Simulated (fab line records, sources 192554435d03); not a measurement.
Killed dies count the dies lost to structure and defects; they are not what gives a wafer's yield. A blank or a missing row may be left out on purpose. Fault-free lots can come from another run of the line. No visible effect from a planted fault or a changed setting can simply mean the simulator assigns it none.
fab line records	flow n5-finfet
record: lots: 24	wafers: 72	last-day: 20
route steps=1938 shown HKMG_FIN@454 GATE_CUT@499 MOL_CONTACT_COAG@527
lots that met no fault: taken from a fault-free run of the same line
start-h: start of the lot's first displayed wafer, in hours after the record's first day	wait-h: time in hours since the lot's previous step	" same as the row above	L1.1+2: a single row standing in for several wafers	- no value, or no start given	* or withheld: withheld	< > ~ a bound
route shown NAME@n: NAME is a module with steps in the file, n the number in the route of the first one	usual: mean/standard deviation taken from wafers without a fault	same: alike in all rows	chamber/n: place in a boat	sites: per-site readings	_std_site: the values' standard deviation	_edge_site: inner sites' mean taken away from outer sites' mean	radius-mm: for every site, how far away it sits from the centre of the wafer	mask NAME#n: copy n	behind: tool/chamber where the wafer was last shaped	hold: what put the lot on hold/how long, in hours/how the hold closed	device: which transistor (n, p or np) failed to switch	end of line: at the end of the route, the tests of the same wafers	a step given without rows: its recipe and nothing more	killed: not the wafer's yield, but the dies lost to structure and defects at the first sort	map: shows each die of a wafer: x if killed, . if not, _ if none is there
set.NAME: the setting the step ran with; set.NAME@STEP: the setting that earlier step ran with	model.NAME: the simulator's own value behind a step, which no gauge read
one table for each step of the route and one row for each wafer, over a sample of lots
services: from which hour (start-h, from the record's first day; less than 0 if before it) a tool's chamber was out of use, for how many hours, and why
== steps ==
step: N5_HKMG_FIN_ETCHBACK_68
recipe: chemistry: Cl2/Ar	stop-on: HfO2	target-depth-a: 5	pressure-mtorr: 10	icp-w: 600	bias-w: 60	Cl2_flow_sccm: 40	Ar_flow_sccm: 60
usual: chamber-pressure-mTorr: 9.999/0.0083	drypump-motor-current-A: 5.6/0.32	he-backside-leak-sccm: 3.26/0.22	mfc-cl2-sccm: 40.01/0.13	oes-product-au: 0.73/0.11	throttle-valve-pct: 20.91/0.22
lot.wafer	tool	chamber	start-h	wait-h	chamber-pressure-mTorr	drypump-motor-current-A	he-backside-leak-sccm	mfc-cl2-sccm	oes-product-au	rf-hours-counter-h	throttle-valve-pct
L074.4	rie-metal-01	1	76.61	0.1	10.001	5.2	3.52	40.11	0.71	-	21.16
L074.5	"	1	"	"	10.004	5.2	3.59	39.91	0.72	-	21.15
L074.6	"	0	"	"	10.002	6.0	3.20	39.85	0.62	-	20.93
L075.2	rie-metal-01	0	83.71	0.0	9.992	6.0	3.49	40.01	0.62	108	20.93
L075.4	"	1	"	"	9.990	5.2	3.51	40.04	0.72	-	21.14
L075.6	"	0	"	"	10.002	6.0	3.48	40.32	0.62	-	20.93
L076.1	rie-metal-03	0	90.43	0.0	9.992	6.0	3.06	40.15	0.74	52	21.01
L076.2	"	1	"	"	9.985	5.5	3.23	39.90	0.58	139	21.15
L076.5	"	0	"	"	10.002	6.0	3.22	40.09	0.74	-	21.03
L077.1	rie-metal-01	0	95.88	0.0	10.008	6.0	3.14	39.99	0.61	109	20.93
L077.3	"	0	"	"	9.999	6.0	3.32	39.87	0.61	-	20.94
L077.5	"	1	"	"	10.006	5.1	3.30	40.07	0.72	-	21.17
L078.2	rie-metal-03	0	100.44	0.0	9.999	6.0	3.22	39.93	0.74	54	21.01
L078.4	"	1	"	"	9.994	5.5	3.16	40.08	0.58	-	21.14
L078.5	"	0	"	"	9.999	6.0	3.24	40.12	0.73	-	21.02
L079.1	rie-metal-02	1	107.80	0.0	10.007	5.5	3.12	39.99	0.68	80	20.56
L079.2	"	0	"	"	9.996	5.1	3.33	40.09	0.86	13	20.52
L079.6	"	1	"	"	10.009	5.5	3.22	40.26	0.69	-	20.56
L080.1	rie-metal-03	1	119.52	0.0	10.002	5.5	3.34	40.13	0.57	141	21.15
L080.3	"	1	"	"	10.001	5.5	3.24	40.00	0.57	-	21.15
L080.6	"	1	"	"	9.991	5.5	3.24	40.10	0.57	-	21.16
L081.3	rie-metal-03	1	120.06	0.1	9.986	5.5	3.53	39.93	0.52	-	21.26
L081.4	"	0	"	"	10.002	6.0	3.15	40.20	0.66	-	21.13
L081.5	"	1	"	"	9.990	5.5	3.40	39.72	0.57	-	21.14
L082.2	rie-metal-02	0	128.30	0.0	10.014	5.2	3.19	39.92	0.85	14	20.55
L082.3	"	1	"	"	9.997	5.6	3.06	40.19	0.69	-	20.56
L082.5	"	0	"	"	9.997	5.2	3.60	39.86	0.86	-	20.57
L083.1	rie-metal-01	0	129.63	0.0	9.990	6.0	3.37	40.01	0.61	111	20.92
L083.5	"	1	"	"	9.997	5.2	3.52	39.86	0.71	-	21.17
L083.6	"	0	"	"	10.005	6.0	3.31	40.12	0.61	-	20.93
L084.1	rie-metal-03	0	135.53	0.0	10.000	5.9	2.99	40.01	0.72	58	21.03
L084.3	"	0	"	"	10.000	6.0	3.19	39.73	0.73	-	21.04
L084.6	"	0	"	"	9.998	6.0	3.24	39.89	0.73	-	21.03
L085.1	rie-metal-03	0	143.00	0.0	10.001	5.9	2.97	40.03	0.73	59	21.03
L085.2	"	0	"	"	10.010	6.0	3.09	40.19	0.72	-	21.04
L085.6	"	0	"	"	9.993	5.9	3.20	40.12	0.72	-	21.03
L086.3	rie-metal-03	1	150.96	0.1	9.991	5.5	3.15	40.10	0.96	-	20.74
L086.4	"	0	"	"	9.984	6.0	3.21	39.83	0.72	-	21.05
L086.5	"	0	"	"	10.000	6.0	3.27	39.85	0.72	-	21.02
L087.3	rie-metal-03	1	156.12	0.1	9.998	5.5	3.21	40.05	0.96	-	20.74
L087.5	"	0	"	"	9.996	6.0	3.25	40.02	0.64	-	21.15
L087.6	"	1	"	"	10.007	5.5	3.03	40.17	0.96	-	20.74
L088.1	rie-metal-02	0	161.59	0.0	10.008	5.1	3.45	39.82	0.84	17	20.55
L088.2	"	1	"	"	10.002	5.5	3.08	40.14	0.68	85	20.57
L088.5	"	1	"	"	10.013	5.5	3.12	40.10	0.68	-	20.57
L089.1	rie-metal-03	1	167.59	0.0	9.998	5.5	3.33	40.06	0.94	2	20.74
L089.3	"	1	"	"	10.001	5.5	3.42	40.16	0.94	-	20.73
L089.4	"	0	"	"	9.990	6.0	3.01	40.25	0.72	-	21.04
L090.2	rie-metal-03	1	173.30	0.0	9.992	5.5	3.08	39.96	0.93	2	20.76
L090.3	"	1	"	"	9.991	5.5	3.17	40.04	0.93	-	20.76
L090.4	"	0	"	"	9.999	6.0	3.28	40.08	0.73	-	21.03
L091.3	rie-metal-03	1	177.86	0.1	10.010	5.5	2.96	39.85	0.92	-	20.75
L091.5	"	0	"	"	9.989	6.0	3.11	39.92	0.72	-	21.04
L091.6	"	1	"	"	9.994	5.5	3.14	39.94	0.93	-	20.76
L092.2	rie-metal-03	1	186.04	0.0	10.011	5.5	3.09	39.93	0.92	3	20.74
L092.5	"	0	"	"	10.009	6.0	2.95	40.04	0.74	-	21.01
L092.6	"	1	"	"	9.991	5.5	3.29	39.93	0.93	-	20.75
L093.1	rie-metal-01	1	190.40	0.0	10.000	5.2	3.49	39.98	0.70	70	21.18
L093.4	"	0	"	"	10.007	6.0	3.44	39.81	0.60	-	20.96
L093.5	"	1	"	"	10.002	5.2	3.55	40.14	0.67	-	21.22
L094.1	rie-metal-03	1	197.35	0.0	10.001	5.5	2.93	40.10	0.92	4	20.76
L094.5	"	0	"	"	10.017	6.0	3.04	40.01	0.72	-	21.05
L094.6	"	1	"	"	10.011	5.5	3.00	40.00	0.92	-	20.77
L095.2	rie-metal-01	1	203.05	0.0	9.996	5.2	3.39	39.99	0.66	70	21.24
L095.3	"	0	"	"	9.990	6.0	3.11	39.79	0.60	-	20.96
L095.5	"	0	"	"	9.992	6.0	3.27	39.87	0.60	-	20.95
L096.1	rie-metal-02	0	213.52	0.0	9.991	5.2	3.46	39.93	0.82	23	20.57
L096.3	"	0	"	"	10.004	5.1	3.31	39.80	0.83	-	20.55
L096.5	"	0	"	"	10.007	5.1	3.69	39.76	0.83	-	20.57
L097.1	rie-metal-02	1	216.48	0.0	9.985	5.5	3.20	39.86	0.67	90	20.58
L097.2	"	0	"	"	10.005	5.1	3.48	40.03	0.83	23	20.57
L097.3	"	1	"	"	9.995	5.5	3.15	39.95	0.67	-	20.58
step: N5_HKMG_FIN_INSPECT_28
recipe: inspect-instrument: darkfield	mode: post-cmp
usual: raw-defect-count: 40/16
lot.wafer	tool	chamber	start-h	wait-h	raw-defect-count
L074.4	defect-inspect-02	-	78.42	0.0	39
L074.5	"	-	"	"	44
L074.6	"	-	"	"	37
L075.2	defect-inspect-02	-	85.48	0.0	51
L075.4	"	-	"	"	50
L075.6	"	-	"	"	42
L076.1	defect-inspect-02	-	92.20	0.0	37
L076.2	"	-	"	"	55
L076.5	"	-	"	"	71
L077.1	defect-inspect-02	-	97.65	0.0	43
L077.3	"	-	"	"	73
L077.5	"	-	"	"	49
L078.2	defect-inspect-01	-	102.21	0.0	62
L078.4	"	-	"	"	55
L078.5	"	-	"	"	34
L079.1	defect-inspect-01	-	109.60	0.0	44
L079.2	"	-	"	"	52
L079.6	"	-	"	"	42
L080.1	defect-inspect-02	-	121.29	0.0	30
L080.3	"	-	"	"	52
L080.6	"	-	"	"	23
L081.3	defect-inspect-01	-	121.80	0.0	25
L081.4	"	-	"	"	45
L081.5	"	-	"	"	30
L082.2	defect-inspect-01	-	130.07	0.0	62
L082.3	"	-	"	"	38
L082.5	"	-	"	"	46
L083.1	defect-inspect-01	-	131.51	0.0	30
L083.5	"	-	"	"	32
L083.6	"	-	"	"	32
L084.1	defect-inspect-01	-	137.42	0.0	25
L084.3	"	-	"	"	14
L084.6	"	-	"	"	25
L085.1	defect-inspect-01	-	145.12	0.0	65
L085.2	"	-	"	"	56
L085.6	"	-	"	"	56
L086.3	defect-inspect-01	-	152.69	0.0	23
L086.4	"	-	"	"	45
L086.5	"	-	"	"	43
L087.3	defect-inspect-01	-	157.85	0.0	25
L087.5	"	-	"	"	23
L087.6	"	-	"	"	26
L088.1	defect-inspect-02	-	163.36	0.0	37
L088.2	"	-	"	"	15
L088.5	"	-	"	"	27
L089.1	defect-inspect-01	-	169.36	0.0	44
L089.3	"	-	"	"	23
L089.4	"	-	"	"	20
L090.2	defect-inspect-02	-	175.10	0.0	40
L090.3	"	-	"	"	41
L090.4	"	-	"	"	35
L091.3	defect-inspect-01	-	179.58	0.0	49
L091.5	"	-	"	"	43
L091.6	"	-	"	"	24
L092.2	defect-inspect-01	-	187.84	0.0	21
L092.5	"	-	"	"	56
L092.6	"	-	"	"	25
L093.1	defect-inspect-01	-	192.17	0.0	71
L093.4	"	-	"	"	49
L093.5	"	-	"	"	43
L094.1	defect-inspect-02	-	199.14	0.0	70
L094.5	"	-	"	"	44
L094.6	"	-	"	"	66
L095.2	defect-inspect-01	-	204.82	0.0	25
L095.3	"	-	"	"	33
L095.5	"	-	"	"	41
L096.1	defect-inspect-02	-	215.30	0.0	33
L096.3	"	-	"	"	32
L096.5	"	-	"	"	44
L097.1	defect-inspect-02	-	218.25	0.0	25
L097.2	"	-	"	"	34
L097.3	"	-	"	"	25
step: N5_GATE_CUT_ETCH_19
recipe: chemistry: CH3F/O2	target: SiNx	mask-material: SiO2	target-depth-a: 537	time-s: 76.7	pressure-mtorr: 30	source-w: 395	bias-w: 73	Ar_flow_sccm: 150	CH3F_flow_sccm: 30	O2_flow_sccm: 20	ion-energy-ev: 120	ends: cleared
usual: O2_flow_sccm: 20.00/0.055	chamber-pressure-mTorr: 30.000/0.029	drypump-motor-current-A: 5.7/0.38	etch-rf-on-time-s: 76.8/1.5	oes_o_777_au: 0.80/0.058	oes-product-au: 0.68/0.049	rf-vpp-V: 297/6.1	showerhead-plenum-p-Torr: 2.01/0.075	throttle-valve-pct: 16.27/0.15
lot.wafer	tool	chamber	start-h	wait-h	O2_flow_sccm	chamber-pressure-mTorr	drypump-motor-current-A	etch-rf-on-time-s	oes_o_777_au	oes-product-au	rf-hours-counter-h	rf-vpp-V	showerhead-plenum-p-Torr	throttle-valve-pct
L074.4	rie-diel-06	1	82.42	0.0	20.03	29.978	5.5	73.9	0.81	0.71	96	297	1.85	16.32
L074.5	"	3	"	"	19.95	30.023	5.7	77.0	0.75	0.66	-	303	2.10	16.31
L074.6	"	0	"	"	20.00	30.029	5.9	75.7	0.80	0.66	-	301	2.08	16.08
L075.2	rie-diel-03	2	91.37	0.0	19.97	29.982	6.1	76.2	0.79	0.66	141	300	1.93	16.04
L075.4	"	0	"	"	20.01	30.048	5.5	76.5	0.77	0.66	135	305	1.99	16.11
L075.6	"	1	"	"	19.98	30.016	5.4	75.1	0.96	0.82	-	286	1.97	16.04
L076.1	rie-diel-03	2	96.71	0.0	19.93	30.004	6.1	75.8	0.77	0.66	142	300	1.93	16.01
L076.2	"	1	"	"	19.87	30.012	5.4	74.4	0.96	0.81	11	286	1.97	16.05
L076.5	"	0	"	"	19.94	29.991	5.5	76.3	0.77	0.67	-	306	1.99	16.12
L077.1	rie-diel-06	2	102.19	0.0	20.10	29.947	6.0	77.2	0.82	0.69	86	289	2.03	16.50
L077.3	"	0	"	"	20.09	30.013	5.9	75.7	0.79	0.67	138	301	2.07	16.08
L077.5	"	2	"	"	20.01	30.023	6.1	77.1	0.82	0.69	-	291	2.03	16.51
L078.2	rie-diel-06	0	106.22	0.0	19.97	30.025	5.9	75.5	0.78	0.66	138	300	2.07	16.09
L078.4	"	3	"	"	20.07	29.976	5.7	77.7	0.75	0.65	-	304	2.10	16.33
L078.5	"	0	"	"	19.96	29.957	5.9	75.6	0.79	0.67	-	300	2.07	16.08
L079.1	rie-diel-06	2	114.03	0.0	19.97	29.973	6.0	77.5	0.82	0.68	90	292	2.03	16.52
L079.2	"	1	"	"	20.01	30.003	5.5	74.8	0.80	0.70	101	297	1.85	16.32
L079.6	"	3	"	"	19.97	29.986	5.7	78.8	0.74	0.65	-	303	2.10	16.33
L080.1	rie-diel-05	2	125.42	0.0	19.93	30.022	4.8	76.9	0.92	0.77	30	294	2.06	16.23
L080.3	"	0	"	"	19.97	30.018	5.6	79.5	0.74	0.61	188	291	1.98	16.45
L080.6	"	3	"	"	20.11	30.021	6.1	77.0	0.79	0.67	-	302	2.01	16.25
L081.3	rie-diel-06	1	126.44	0.0	19.95	30.057	5.5	74.8	0.80	0.70	105	299	1.84	16.34
L081.4	"	3	"	"	19.99	29.999	5.7	78.7	0.74	0.64	139	305	2.10	16.34
L081.5	"	1	"	"	19.90	29.991	5.5	75.2	0.80	0.69	-	299	1.84	16.34
L082.2	rie-diel-03	0	134.08	0.0	20.11	30.001	5.5	75.8	0.77	0.65	149	305	1.99	16.12
L082.3	"	1	"	"	19.95	30.035	5.4	74.3	0.92	0.78	23	285	1.96	16.07
L082.5	"	3	"	"	20.02	29.962	5.1	77.8	0.82	0.71	-	293	2.11	16.31
L083.1	rie-diel-06	3	136.28	0.0	19.99	30.021	5.7	79.0	0.74	0.64	143	303	2.09	16.32
L083.5	"	2	"	"	20.06	30.028	6.0	77.1	0.82	0.67	-	290	2.03	16.53
L083.6	"	3	"	"	20.01	30.007	5.7	79.1	0.73	0.64	-	304	2.09	16.33
L084.1	rie-diel-06	0	141.72	0.0	20.02	30.036	5.9	75.5	0.78	0.65	151	302	2.07	16.11
L084.3	"	1	"	"	20.04	30.036	5.5	73.8	0.80	0.70	110	299	1.84	16.34
L084.6	"	2	"	"	19.99	29.947	6.0	75.3	0.81	0.68	-	292	2.03	16.52
L085.1	rie-diel-03	2	149.11	0.0	20.01	30.027	6.1	76.2	0.77	0.65	156	299	1.92	16.06
L085.2	"	0	"	"	20.06	29.969	5.4	75.7	0.76	0.65	154	306	1.99	16.15
L085.6	"	0	"	"	20.03	29.996	5.5	75.9	0.75	0.66	-	307	1.99	16.15
L086.3	rie-diel-05	3	157.23	0.0	20.07	30.048	6.1	76.8	0.78	0.66	140	304	2.00	16.27
L086.4	"	0	"	"	20.07	29.982	5.6	78.6	0.74	0.61	-	292	1.98	16.46
L086.5	"	2	"	"	19.99	29.996	4.8	76.1	0.89	0.76	-	294	2.05	16.22
L087.3	rie-diel-05	3	162.20	0.0	19.96	30.024	6.1	77.3	0.78	0.66	142	302	2.00	16.25
L087.5	"	2	"	"	19.93	29.941	4.8	76.3	0.89	0.75	-	294	2.05	16.24
L087.6	"	3	"	"	19.95	29.970	6.1	77.2	0.77	0.66	-	303	2.00	16.27
L088.1	rie-diel-06	3	167.89	0.0	19.85	30.008	5.7	78.4	0.73	0.64	154	302	2.09	16.35
L088.2	"	1	"	"	19.98	29.990	5.5	75.1	0.80	0.68	117	298	1.84	16.34
L088.5	"	2	"	"	20.01	29.959	6.0	77.3	0.80	0.67	-	291	2.02	16.53
L089.1	rie-diel-06	2	173.68	0.0	20.05	29.988	6.0	77.3	0.81	0.66	109	289	2.02	16.55
L089.3	"	0	"	"	20.00	30.018	5.9	76.7	0.78	0.64	161	300	2.07	16.15
L089.4	"	1	"	"	19.96	29.994	5.5	74.8	0.79	0.69	118	298	1.84	16.36
L090.2	rie-diel-06	3	179.24	0.0	20.02	30.029	5.7	77.6	0.73	0.65	157	305	2.09	16.36
L090.3	"	1	"	"	20.03	29.992	5.6	74.6	0.78	0.69	119	298	1.84	16.36
L090.4	"	2	"	"	20.01	29.967	6.0	77.2	0.80	0.66	111	293	2.02	16.55
L091.3	rie-diel-05	3	183.57	0.0	19.96	29.982	6.1	78.7	0.77	0.66	148	301	2.00	16.29
L091.5	"	0	"	"	19.96	30.018	5.6	79.6	0.74	0.60	-	290	1.98	16.47
L091.6	"	3	"	"	19.86	29.989	6.1	77.8	0.76	0.65	-	304	2.00	16.28
L092.2	rie-diel-05	0	191.95	0.0	20.02	29.964	5.6	79.6	0.73	0.60	208	291	1.98	16.48
L092.5	"	0	"	"	20.04	29.967	5.6	79.5	0.73	0.60	-	292	1.98	16.49
L092.6	"	3	"	"	19.91	30.019	6.1	77.8	0.77	0.65	-	303	2.00	16.28
L093.1	rie-diel-03	0	196.61	0.0	19.96	30.079	5.5	75.5	0.74	0.64	169	304	1.98	16.18
L093.4	"	2	"	"	20.01	30.028	6.1	75.4	0.75	0.64	171	299	1.92	16.08
L093.5	"	2	"	"	19.94	30.014	6.1	75.7	0.76	0.63	-	299	1.92	16.08
L094.1	rie-diel-06	2	203.25	0.0	19.99	29.980	6.0	77.6	0.80	0.66	117	290	2.02	16.55
L094.5	"	0	"	"	19.96	30.024	5.9	76.4	0.76	0.64	-	300	2.06	16.14
L094.6	"	1	"	"	19.96	29.990	5.5	75.2	0.78	0.68	-	299	1.84	16.37
L095.2	rie-diel-05	0	208.80	0.0	19.97	29.934	5.6	80.1	0.72	0.60	212	291	1.97	16.50
L095.3	"	3	"	"	19.98	30.033	6.1	76.7	0.76	0.66	157	304	2.00	16.30
L095.5	"	0	"	"	20.04	30.015	5.6	79.5	0.73	0.60	-	292	1.98	16.50
L096.1	rie-diel-03	1	219.28	0.0	20.05	30.039	5.4	75.7	0.87	0.74	52	283	1.96	16.14
L096.3	"	3	"	"	19.96	30.031	5.1	78.7	0.80	0.68	101	290	2.11	16.35
L096.5	"	3	"	"	20.08	29.997	5.1	79.2	0.79	0.69	-	291	2.11	16.35
L097.1	rie-diel-03	2	222.60	0.0	20.03	30.031	6.1	75.3	0.75	0.63	180	299	1.91	16.11
L097.2	"	1	"	"	19.88	29.998	5.4	74.6	0.87	0.74	53	285	1.96	16.12
L097.3	"	3	"	"	19.97	30.005	5.1	78.6	0.80	0.69	103	291	2.10	16.37
step: N5_GATE_CUT_THK_MEAS_24
recipe: reads: SiO2_of_GATE_CUT_HM_DEP_46+SiO2_flowable_of_ILD0_FCVD_FILL_01
usual: GC_FILL_THK: 220.0/2
lot.wafer	tool	chamber	start-h	wait-h	GC_FILL_THK[nm]
L074.4	film-metro-01	-	85.33	-	220.0
L074.5	"	-	"	"	221.2
L074.6	"	-	"	"	221.2
L075.2	film-metro-01	-	93.71	-	216.7
L075.4	"	-	"	"	219.1
L075.6	"	-	"	"	219.7
L076.1	film-metro-02	-	99.04	-	218.4
L076.2	"	-	"	"	217.2
L076.5	"	-	"	"	218.8
L077.1	film-metro-02	-	104.54	-	219.0
L077.3	"	-	"	"	221.2
L077.5	"	-	"	"	219.1
L078.2	film-metro-02	-	108.55	-	219.0
L078.4	"	-	"	"	218.3
L078.5	"	-	"	"	218.8
L079.1	film-metro-01	-	117.03	-	219.1
L079.2	"	-	"	"	219.4
L079.6	"	-	"	"	220.1
L080.1	film-metro-01	-	127.76	-	217.6
L080.3	"	-	"	"	216.4
L080.6	"	-	"	"	218.0
L081.3	film-metro-01	-	129.09	-	219.4
L081.4	"	-	"	"	219.7
L081.5	"	-	"	"	218.4
L082.2	film-metro-02	-	136.42	-	219.8
L082.3	"	-	"	"	219.2
L082.5	"	-	"	"	222.9
L083.1	film-metro-02	-	138.90	-	218.2
L083.5	"	-	"	"	218.5
L083.6	"	-	"	"	224.5
L084.1	film-metro-02	-	144.06	-	218.1
L084.3	"	-	"	"	222.5
L084.6	"	-	"	"	221.7
L085.1	film-metro-01	-	151.50	-	216.5
L085.2	"	-	"	"	219.0
L085.6	"	-	"	"	220.3
L086.3	film-metro-01	-	159.56	-	217.9
L086.4	"	-	"	"	220.0
L086.5	"	-	"	"	220.1
L087.3	film-metro-01	-	164.53	-	218.3
L087.5	"	-	"	"	222.6
L087.6	"	-	"	"	220.3
L088.1	film-metro-02	-	170.63	-	218.8
L088.2	"	-	"	"	217.3
L088.5	"	-	"	"	220.0
L089.1	film-metro-02	-	176.03	-	221.4
L089.3	"	-	"	"	217.8
L089.4	"	-	"	"	221.7
L090.2	film-metro-02	-	181.65	-	218.9
L090.3	"	-	"	"	218.5
L090.4	"	-	"	"	224.3
L091.3	film-metro-01	-	186.42	-	216.3
L091.5	"	-	"	"	218.1
L091.6	"	-	"	"	219.2
L092.2	film-metro-01	-	194.30	-	219.0
L092.5	"	-	"	"	219.5
L092.6	"	-	"	"	221.1
L093.1	film-metro-01	-	198.94	-	220.8
L093.4	"	-	"	"	219.4
L093.5	"	-	"	"	222.2
L094.1	film-metro-01	-	205.59	-	220.2
L094.5	"	-	"	"	220.4
L094.6	"	-	"	"	222.4
L095.2	film-metro-02	-	211.34	-	220.0
L095.3	"	-	"	"	221.5
L095.5	"	-	"	"	221.5
L096.1	film-metro-02	-	221.96	-	220.0
L096.3	"	-	"	"	218.1
L096.5	"	-	"	"	221.1
L097.1	film-metro-01	-	224.93	-	220.3
L097.2	"	-	"	"	219.8
L097.3	"	-	"	"	221.6
step: N5_MOL_CONTACT_COAG_OVL_MEAS_09
recipe: points-per-wafer: 522
usual: CA_OVL: 0.7/0.71
lot.wafer	tool	chamber	start-h	wait-h	CA_OVL[nm]
L074.4	overlay-01	0	86.48	0.0	2.8
L074.5	"	0	"	"	1.9
L074.6	"	0	"	"	1.7
L075.2	overlay-02	0	94.91	0.0	1.1
L075.4	"	0	"	"	-0.1
L075.6	"	0	"	"	-0.7
L076.1	overlay-01	0	100.11	0.0	1.1
L076.2	"	0	"	"	0.8
L076.5	"	0	"	"	0.9
L077.1	overlay-01	0	105.61	0.0	1.0
L077.3	"	0	"	"	1.1
L077.5	"	0	"	"	1.3
L078.2	overlay-01	0	109.63	0.0	0.4
L078.4	"	0	"	"	1.2
L078.5	"	0	"	"	1.7
L079.1	overlay-01	0	118.26	0.0	-0.5
L079.2	"	0	"	"	1.1
L079.6	"	0	"	"	0.4
L080.1	overlay-01	0	128.96	0.0	-0.4
L080.3	"	0	"	"	1.2
L080.6	"	0	"	"	0.4
L081.3	overlay-01	0	130.17	0.0	0.6
L081.4	"	0	"	"	-0.3
L081.5	"	0	"	"	0.3
L082.2	overlay-01	0	137.49	0.0	0.2
L082.3	"	0	"	"	-0.2
L082.5	"	0	"	"	0.5
L083.1	overlay-01	0	140.10	0.0	-0.2
L083.5	"	0	"	"	1.0
L083.6	"	0	"	"	1.6
L084.1	overlay-01	0	145.13	0.0	0.5
L084.3	"	0	"	"	-0.3
L084.6	"	0	"	"	2.2
L085.1	overlay-02	0	152.69	0.0	0.8
L085.2	"	0	"	"	1.1
L085.6	"	0	"	"	1.0
L086.3	overlay-01	0	160.77	0.0	0.1
L086.4	"	0	"	"	0.8
L086.5	"	0	"	"	-0.2
L087.3	overlay-02	0	171.88	0.0	0.8
L087.5	"	0	"	"	0.9
L087.6	"	0	"	"	0.5
L088.1	overlay-01	0	171.91	0.0	0.8
L088.2	"	0	"	"	1.2
L088.5	"	0	"	"	0.8
L089.1	overlay-02	0	177.09	0.0	0.9
L089.3	"	0	"	"	1.2
L089.4	"	0	"	"	1.6
L090.2	overlay-02	0	182.73	0.0	1.5
L090.3	"	0	"	"	1.1
L090.4	"	0	"	"	1.5
L091.3	overlay-02	0	187.52	0.0	0.4
L091.5	"	0	"	"	-0.1
L091.6	"	0	"	"	0.9
L092.2	overlay-02	0	195.51	0.0	0.7
L092.5	"	0	"	"	0.0
L092.6	"	0	"	"	0.2
L093.1	overlay-02	0	200.14	0.0	1.5
L093.4	"	0	"	"	-0.3
L093.5	"	0	"	"	0.4
L094.1	overlay-02	0	206.67	0.0	1.8
L094.5	"	0	"	"	2.4
L094.6	"	0	"	"	0.7
L095.2	overlay-01	0	212.42	0.0	0.5
L095.3	"	0	"	"	0.0
L095.5	"	0	"	"	0.1
L096.1	overlay-01	0	223.03	0.0	1.0
L096.3	"	0	"	"	0.7
L096.5	"	0	"	"	0.8
L097.1	overlay-01	0	226.12	0.0	-0.1
L097.2	"	0	"	"	0.1
L097.3	"	0	"	"	0.6
step: N5_MOL_CONTACT_COAG_INSPECT_10
recipe: mode: adi	inspect-instrument: brightfield
usual: raw-defect-count: 68/29
lot.wafer	tool	chamber	start-h	wait-h	raw-defect-count
L074.4	defect-inspect-02	-	86.52	0.0	52
L074.5	"	-	"	"	71
L074.6	"	-	"	"	63
L075.2	defect-inspect-02	-	94.96	0.0	49
L075.4	"	-	"	"	45
L075.6	"	-	"	"	43
L076.1	defect-inspect-02	-	100.17	0.1	75
L076.2	"	-	"	"	82
L076.5	"	-	"	"	42
L077.1	defect-inspect-02	-	105.67	0.1	102
L077.3	"	-	"	"	107
L077.5	"	-	"	"	45
L078.2	defect-inspect-02	-	109.68	0.0	37
L078.4	"	-	"	"	42
L078.5	"	-	"	"	39
L079.1	defect-inspect-02	-	118.32	0.1	98
L079.2	"	-	"	"	155
L079.6	"	-	"	"	106
L080.1	defect-inspect-01	-	129.01	0.1	52
L080.3	"	-	"	"	67
L080.6	"	-	"	"	57
L081.3	defect-inspect-02	-	130.22	0.0	172
L081.4	"	-	"	"	137
L081.5	"	-	"	"	81
L082.2	defect-inspect-01	-	137.55	0.0	79
L082.3	"	-	"	"	61
L082.5	"	-	"	"	93
L083.1	defect-inspect-02	-	140.16	0.1	70
L083.5	"	-	"	"	35
L083.6	"	-	"	"	90
L084.1	defect-inspect-01	-	145.19	0.1	52
L084.3	"	-	"	"	44
L084.6	"	-	"	"	58
L085.1	defect-inspect-02	-	152.75	0.1	98
L085.2	"	-	"	"	91
L085.6	"	-	"	"	149
L086.3	defect-inspect-01	-	160.81	0.0	47
L086.4	"	-	"	"	36
L086.5	"	-	"	"	45
L087.3	defect-inspect-02	-	171.93	0.0	79
L087.5	"	-	"	"	45
L087.6	"	-	"	"	46
L088.1	defect-inspect-02	-	171.96	0.1	45
L088.2	"	-	"	"	70
L088.5	"	-	"	"	95
L089.1	defect-inspect-02	-	177.15	0.1	42
L089.3	"	-	"	"	48
L089.4	"	-	"	"	53
L090.2	defect-inspect-01	-	182.78	0.0	76
L090.3	"	-	"	"	65
L090.4	"	-	"	"	80
L091.3	defect-inspect-02	-	187.57	0.0	127
L091.5	"	-	"	"	108
L091.6	"	-	"	"	85
L092.2	defect-inspect-01	-	195.56	0.0	53
L092.5	"	-	"	"	39
L092.6	"	-	"	"	45
L093.1	defect-inspect-01	-	200.20	0.1	121
L093.4	"	-	"	"	53
L093.5	"	-	"	"	118
L094.1	defect-inspect-02	-	206.72	0.1	49
L094.5	"	-	"	"	37
L094.6	"	-	"	"	43
L095.2	defect-inspect-02	-	212.47	0.0	78
L095.3	"	-	"	"	46
L095.5	"	-	"	"	138
L096.1	defect-inspect-02	-	223.09	0.1	24
L096.3	"	-	"	"	44
L096.5	"	-	"	"	41
L097.1	defect-inspect-01	-	226.18	0.1	60
L097.2	"	-	"	"	66
L097.3	"	-	"	"	120
== services ==
tool	chamber	start-h	hours	kind
rie-diel-06	1	68.99	2.8	repair
rie-diel-06	1	75.09	4.7	repair
rie-diel-06	1	99.01	14.3	repair
rie-diel-03	2	102.53	7.6	repair
rie-metal-01	0	104.25	9.5	repair
rie-metal-03	1	127.30	-	clean
rie-metal-03	1	127.30	16.7	scheduled-down
rie-metal-03	1	127.30	16.7	vent-cycle
rie-diel-05	1	134.88	12.3	repair
rie-diel-06	1	142.70	5.8	repair
rie-diel-05	1	150.32	-	clean
rie-diel-05	1	150.32	-	consumable-replace:focus-ring
rie-diel-05	1	150.32	18.0	scheduled-down
rie-diel-05	1	150.32	18.0	vent-cycle
rie-diel-06	2	160.23	3.0	repair
rie-metal-01	-	170.38	0.4	repair
rie-diel-06	-	190.75	2.8	pm
rie-diel-05	0	192.21	5.8	repair
rie-diel-05	-	195.70	0.7	repair
== key ==
fault none
